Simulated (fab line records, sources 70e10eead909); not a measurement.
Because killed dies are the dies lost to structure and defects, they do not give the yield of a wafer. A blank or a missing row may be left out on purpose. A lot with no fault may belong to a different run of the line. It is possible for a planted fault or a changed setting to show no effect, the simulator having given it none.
Matching of chambers -- flow nand_harc -- 4 sister chambers for NHARC_P_BONDPAD_STRIP_15 on rie_diel-08
The step strips in O2. 14 wafers are shown with their chamber, then 7 later ones without.

WAFERS PAIRED WITH THEIR CHAMBERS
wafer,chamber,showerhead_plenum_p_Torr (Torr),oes_product_au (a.u.),chamber_pressure_mTorr (mTorr)
L136.2,3,3.54,0.994,59.92
L136.3,1,3.79,0.996,60.00
L136.5,2,3.44,1.008,59.98
L144.2,0,3.79,0.988,60.00
L144.3,2,3.43,0.999,60.07
L144.4,1,3.78,0.984,60.11
L150.3,2,3.43,1.009,60.00
L150.4,1,3.78,0.988,59.98
L150.5,3,3.53,0.993,60.03
L149.1,1,3.78,0.996,60.05
L149.5,0,3.78,1.005,59.88
L149.6,3,3.53,0.999,60.01
L151.2,0,3.78,0.993,59.97
L151.5,0,3.78,0.987,59.98

SIGNATURES (averages over the wafers above)
reading,chamber 0,chamber 1,chamber 2,chamber 3,scatter within a chamber
showerhead_plenum_p_Torr,3.7825,3.7825,3.4333,3.5333,0.00532
oes_product_au,0.99325,0.99100,1.00533,0.99533,0.00628
chamber_pressure_mTorr,59.9575,60.0350,60.0167,59.9867,0.0547
Rule: distance of a wafer from a chamber = root of the sum over the readings of ((wafer's reading minus chamber's mean) / reading's scatter) squared. The wafer belongs to the nearest chamber; if the next one is less than 2 further off, it can't be placed. How the scatter is found: for the shown wafers, subtract from each reading the mean of its chamber, square and add these, divide the total by (wafers less chambers), then take the root.

WAFERS WITH NO CHAMBER GIVEN
wafer,showerhead_plenum_p_Torr (Torr),oes_product_au (a.u.),chamber_pressure_mTorr (mTorr)
L151.6,3.53,0.986,59.94
L153.2,3.78,0.997,60.03
L153.3,3.53,0.998,60.02
L153.6,3.78,1.000,60.00
L157.2,3.78,0.997,60.00
L157.3,3.78,0.992,60.00
L157.4,3.53,0.991,60.06

EACH ONE'S CHAMBER
wafer,from the rows above,in truth
L151.6,3,3
L153.2,can't be placed: 1 or 0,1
L153.3,3,3
L153.6,can't be placed: 0 or 1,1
L157.2,can't be placed: 0 or 1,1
L157.3,can't be placed: 1 or 0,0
L157.4,3,3
Correct placement for 3 of the 7. Can't be placed from these rows: 4 (the true chamber is among the candidates in 4). 0 placed wrongly.
